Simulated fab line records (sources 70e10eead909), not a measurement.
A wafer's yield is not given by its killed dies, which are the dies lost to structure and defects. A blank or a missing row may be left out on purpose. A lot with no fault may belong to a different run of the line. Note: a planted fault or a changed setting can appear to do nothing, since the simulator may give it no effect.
A struck lot beside a sound one    flow nand harc    15 steps out of a route of 1302
Sound: the wafers L926.1, L926.4, L926.6. The struck wafers were L932.1, L932.3, L932.5. At the end, the cause is stated.
Each step with rows lists, per side, the tool, then ch with its chambers, then its first start. Under that, the readings that differ: sound wafers    struck wafers    difference of the means    sigmas: that difference in standard deviations of wafers without a fault.
alike: readings whose means differ by less than 2 such deviations, and words and numbers that are the same on both sides. not compared: withheld readings, readings that some wafer has no value for, bounds like >300 that may hide the same value, and numbers for which the record gives no deviation and whose values overlap.
A row with sigmas, a row that says differs or no value, or rows on one side alone: a step with any of these is where the two part. Numbers that have no deviation but don't overlap get no sigmas and don't part them. A reading that every wafer of one side lacks parts them only if that side has two wafers or more.

first, 8 steps without rows for these wafers: NHARC_THIN_TSV_DEHYDRATE_25 (time 120 s); NHARC_THIN_TSV_HMDS_26 (time 30 s); NHARC_THIN_TSV_COAT_27; NHARC_THIN_TSV_SOFTBAKE_28 (time 95 s); NHARC_THIN_TSV_EBR_29; NHARC_THIN_TSV_EXPOSE_30 (exposes mask PAD); NHARC_THIN_TSV_PEB_31 (peb time 85 s); NHARC_THIN_TSV_DEVELOP_32 (time 70 s).
NHARC_THIN_TSV_CD_MEAS_33 targets a cd of 5000 nm.
  sound on cd sem-03 ch 0, day 24 17:35; struck on cd sem-01 ch 0, day 27 01:59
  alike: cd nm
then, 1 step without rows for these wafers: NHARC_THIN_TSV_HARDBAKE_34 (time 80 s).
NHARC_THIN_TSV_DESCUM_35: chemistry O2, time 3 s.
  sound on rie diel-03 ch 1,2, day 24 17:45; struck on rie diel-05 ch 0,1,2, day 27 02:08
  alike: drypump motor current A, oes product au, rf vpp V, showerhead plenum p Torr, throttle valve pct
  not compared: rf hours counter h
NHARC_THIN_TSV_ETCH_59: etches the open film in Cl2/BCl3, target depth 880 nm, time 138.1 s.
  sound on rie metal-03 ch 0, day 24 17:54; struck on rie metal-01 ch 0, day 27 02:16
reading                      sound        struck       difference  sigmas
drypump motor current A (A)  6.1 6.1 6.1  5.0 5.0 5.0  -1.1        -2
  alike: bias w, oes product au, throttle valve pct
  not compared: rf hours counter h
NHARC_THIN_TSV_ETCH_36: etches the open film in Cl2/BCl3, target depth 65 nm, time 18.571 s.
  sound on rie metal-03 ch 0,1, day 24 18:10; struck on rie metal-01 ch 0, day 27 02:45
reading                sound              struck             difference  sigmas
oes product au (a.u.)  0.987 0.988 0.997  0.847 0.854 0.855  -0.139      -16
  alike: drypump motor current A
  not compared: rf hours counter h
NHARC_THIN_TSV_STRIP_56: strips in O2.
  sound on plasma asher-02 ch 0,1, day 24 18:18; struck on plasma asher-01 ch 1, day 27 02:53
reading             sound        struck       difference  sigmas
heater power w (W)  314 343 314  379 386 396  +63         +2
  alike: drypump motor current A
  not compared: rf hours counter h
NHARC_END_SORT_01:
  sound on prober-01 ch 0, day 25 04:07; struck on prober-02 ch 0, day 27 11:13
reading                   sound           struck          difference  sigmas
defect limited yield (%)  95.4 94.2 96.0  87.6 87.9 89.7  -6.8        -3
killed at array           25 30 16        78 76 68        +50         +3
killed dies               31 39 27        84 82 70        +46         +2
  alike: killed at other, killed at periphery, killed open, killed short

## WHERE THEY PART
At NHARC_THIN_TSV_ETCH_59 first; at NHARC_END_SORT_01 last (within this record only).

WHY: whatever the simulator had introduced
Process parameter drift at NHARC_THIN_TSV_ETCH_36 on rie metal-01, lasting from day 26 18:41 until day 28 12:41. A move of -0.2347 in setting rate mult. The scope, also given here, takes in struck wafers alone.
